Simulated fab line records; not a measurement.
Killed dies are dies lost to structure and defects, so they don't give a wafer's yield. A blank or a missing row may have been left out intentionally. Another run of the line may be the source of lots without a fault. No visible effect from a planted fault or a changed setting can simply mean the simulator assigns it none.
8D (eight disciplines) problem report, filled in by code    flow n5 finfet    the parts of the form that need people (team, actions taken, sign-off) are left out

== 1. PROBLEM STATEMENT ==
spin speed rpm at N5_SDB_COAT_03 reads a mean of 1377.6 rpm on 6 wafers of 2 lots; wafers without a fault read 1500.1 rpm with a standard deviation of 1. So: -99 or more standard deviations from the usual mean.
The step: time 60 s, resist thk 100 nm.
Earliest sighting: wafer L499.1 on litho track-01 at day 7 12:32. At this step, 26 wafers from 9 lots have a number in the record. By rule, "out" or "out of limits" means more than 4 standard deviations away from the usual mean. Any other wafer with a number is counted as sound.

== 2. WHAT IT IS; WHAT IT IS NOT ==
question                     is                      is not
which readings at this step  spin speed rpm          exhaust pa, plate temp C
which lots                   L499, L500              L486, L490, L496, L501, L502, L503, L504
which wafers of those lots   all that have a number  -
read on which tools          litho track-01          litho track-02, litho track-05
when                         from day 7 12:32        up to then (8 sound wafers); but 12 sound wafers of L501, L502, L503, L504 came after

== 3. WHAT RULES OUT EACH SUSPECT ==
Counting: a tool at any process step up to the reading remains a suspect when it ran all the lots that are out and ran no sound lot after the first of those.
- rie diel-05 at N5_SD_EPI_P_DESCUM_14 (chemistry O2, time 7.9 s): ruled out as a lasting fault. After its first lot that is out, L499 (day 7 01:34), sound lots L501, L502, L504 ran on it.
- ald sin-01 at N5_ILD0_LINER_00 (material SiNx, target thk 4 nm, pulse time 1 s, purge time 2 s): ruled out as a lasting fault. After its first lot that is out, L499 (day 7 06:10), sound lots L501, L504 ran on it.
- litho track-01 at N5_SDB_COAT_03 (time 60 s, resist thk 100 nm): kept. It processed each lot that is out, first L499 at day 7 12:32, and no sound lot thereafter; up to then, the last sound lot it processed was L496 at day 6 18:50. Its own readings are out on those wafers: spin speed rpm.
Left after counting: litho track-01 at N5_SDB_COAT_03.

== 4. THE CAUSE (what the simulator had put in) ==
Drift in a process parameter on litho track-01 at N5_SDB_COAT_03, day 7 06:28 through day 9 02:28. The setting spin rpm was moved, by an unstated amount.
Counting left only this tool.

== 5. THE EFFECT CHAIN, in route order ==
Each row: a reading whose mean over the struck wafers that have a number lies more than 3 standard deviations from the usual. Only readings whose record carries a usual standard deviation are examined. hours: median over the lots of the time between each lot's start at the first step of this table that gives one and its start at this step. sigmas: the change, counted in usual standard deviations.
hours  step             reading                   usual       on struck wafers  change  sigmas
0      N5_SDB_COAT_03   spin speed rpm            1500.1 rpm  1377.6            -122.5  -99 or more
1      N5_SDB_STRIP_22  strip time to endpoint s  96.3 s      100.2             +3.9    +8.9
Here are the process steps it includes:
- N5_SDB_COAT_03: time 60 s, resist thk 100 nm.
- N5_SDB_STRIP_22: strips in N2/H2.
Later steps that measure or inspect, where all struck wafers having a row at the step show a number for every such reading and not one has moved that far: N5_BEOL_M4_RC_MEAS_101.

== 6. WHAT WOULD HAVE CAUGHT IT SOONER ==
6 hours passed between the start of the fault at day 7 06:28 and the first reading out of limits in this record, taken at day 7 12:32.
